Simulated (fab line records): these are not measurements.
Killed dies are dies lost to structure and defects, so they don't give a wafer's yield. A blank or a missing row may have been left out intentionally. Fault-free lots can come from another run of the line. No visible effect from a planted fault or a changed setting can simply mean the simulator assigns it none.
2 desks, one fault	flow n5-finfet	every desk sees just its own numbers, and what lay behind them comes last

THE METROLOGY DESK
What the gauges read, lot by lot, whatever tool the lot ran on: means of the sampled wafers that have a number. Any lot whose mean is over 4 standard deviations away from the usual mean is out of limits and marked OUT; that distance is given in the brackets. Readings shown: 7 of its 11, picked as those furthest out on some lot.
Columns: A = cd-nm at N5_MOL_CONTACT_COAG_CD_MEAS_99, usual 17.2 nm; B = DIBL_N at N5_BEOL_M4_RC_MEAS_101, usual 36.3 mV/V; C = IOFF_P at N5_BEOL_M4_RC_MEAS_101, usual 0.22 nA/um; D = ION_P at N5_BEOL_M4_RC_MEAS_101, usual 463 uA/um; E = SS_N at N5_BEOL_M4_RC_MEAS_101, usual 71.6 mV/dec; F = SS_P at N5_BEOL_M4_RC_MEAS_101, usual 73.3 mV/dec; G = VT_P at N5_BEOL_M4_RC_MEAS_101, usual -250 mV
lot	first seen here	A	B	C	D	E	F	G
L928	day 5 01:40	17.6	35.9	0.22	464	71.7	73.3	-250
L930	day 5 16:14	17.2	37.3	0.21	457	71.5	73.5	-252
L932	day 5 23:34	17.3	37.8	0.22	461	71.5	72.8	-249
L934	day 6 14:36	17.2	37.1	0.26	468	72.2	74.1	-246
L935	day 6 20:41	17.3	38.6	0.33	476	72.6	73.8	-242
L950	day 10 08:49	17.3	36.4	0.22	468	72.0	72.8	-249
This desk found nothing out of limits on any of the 6 lots.

AT THE TOOL OWNER'S DESK: pvd-sputter-03
The tool's own readings at N5_MOL_CONTACT_COAG_SPUTTER_143 (material Co, target thk 2.5 nm): means of the sampled wafers that have a number, for each lot that ran on this tool. Any lot whose mean is over 4 standard deviations away from the usual mean is out of limits and marked OUT; that distance is given in the brackets.
Columns: A = susceptor-temp-C at N5_MOL_CONTACT_COAG_SPUTTER_143, usual 24.98 C; B = throttle-valve-pct at N5_MOL_CONTACT_COAG_SPUTTER_143, usual 29.8 %
lot	first seen here	A	B
L930	day 5 17:49	24.97	30.0
L932	day 6 02:14	24.85	30.2
L934	day 6 17:29	24.92	29.7
L950	day 10 11:05	24.98	29.9
This desk found nothing out of limits on any of the 4 lots.

ALL TOGETHER
At the metrology desk, nothing out of limits was observed.
Nothing out of limits was seen by the tool owner's desk.

WHAT WAS PUT IN BY THE SIMULATOR
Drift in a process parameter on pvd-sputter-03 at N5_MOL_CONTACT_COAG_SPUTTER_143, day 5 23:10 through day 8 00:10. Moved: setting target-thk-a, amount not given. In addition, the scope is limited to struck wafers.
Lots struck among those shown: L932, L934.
